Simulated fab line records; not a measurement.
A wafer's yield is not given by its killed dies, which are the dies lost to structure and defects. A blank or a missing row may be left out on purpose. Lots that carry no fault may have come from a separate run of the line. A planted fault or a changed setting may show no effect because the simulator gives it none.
Chamber matching + flow n5-finfet + rie-diel-02 running N5_BEOL_M8_DESCUM_33: 4 sister chambers
The step chemistry O2, time 7 s. 7 wafers are shown with their chamber, then 11 later ones without.

## EACH WAFER AND ITS CHAMBER
| wafer  | chamber | showerhead-plenum-p-Torr (Torr) | throttle-valve-pct (%) |
|--------|---------|---------------------------------|------------------------|
| L078.3 | 2       | 2.01                            | 20.44                  |
| L085.5 | 3       | 2.04                            | 20.48                  |
| L087.3 | 3       | 2.03                            | 20.48                  |
| L088.1 | 0       | 2.09                            | 20.27                  |
| L088.4 | 1       | 2.10                            | 20.27                  |
| L088.5 | 1       | 2.10                            | 20.26                  |
| L089.3 | 0       | 2.09                            | 20.27                  |

## WAFERS WHOSE CHAMBER IS MISSING
| wafer  | showerhead-plenum-p-Torr (Torr) | throttle-valve-pct (%) |
|--------|---------------------------------|------------------------|
| L089.5 | 2.10                            | 20.29                  |
| L089.6 | 2.00                            | 20.47                  |
| L092.2 | 2.10                            | 20.30                  |
| L092.3 | 2.00                            | 20.48                  |
| L092.4 | 2.09                            | 20.29                  |
| L096.3 | 2.09                            | 20.32                  |
| L096.5 | 2.03                            | 20.51                  |
| L096.6 | 2.00                            | 20.49                  |
| L097.1 | 2.03                            | 20.52                  |
| L097.4 | 2.09                            | 20.30                  |
| L097.5 | 2.08                            | 20.29                  |

## WHICH CHAMBER EACH ONE RAN IN
| wafer  | from the rows above     | in truth                   |
|--------|-------------------------|----------------------------|
| L089.5 | can't be placed: 0 or 1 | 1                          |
| L089.6 | can't be placed: 2 or 3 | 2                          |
| L092.2 | can't be placed: 0 or 1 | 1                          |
| L092.3 | can't be placed: 3 or 2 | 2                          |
| L092.4 | can't be placed: 0 or 1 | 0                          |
| L096.3 | can't be placed: 0 or 1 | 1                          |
| L096.5 | 3                       | 3                          |
| L096.6 | 3                       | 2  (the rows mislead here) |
| L097.1 | 3                       | 3                          |
| L097.4 | can't be placed: 0 or 1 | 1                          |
| L097.5 | 0                       | 0                          |
Correctly placed: 3 of 11. These rows do not allow placing 7 (true chamber among the candidates in 7). Wrongly placed: 1.
How it was worked out, from the rows above alone: a wafer's distance from a chamber is the root of the sum, over the readings, of the square of ((its reading less the chamber's mean) divided by the reading's scatter). If the next closest chamber is less than 2 further off than the closest, the wafer can't be placed; otherwise it belongs to the closest. A chamber's mean is the mean of its shown wafers. How the scatter is found: for the shown wafers, subtract from each reading the mean of its chamber, square and add these, divide the total by (wafers less chambers), then take the root.
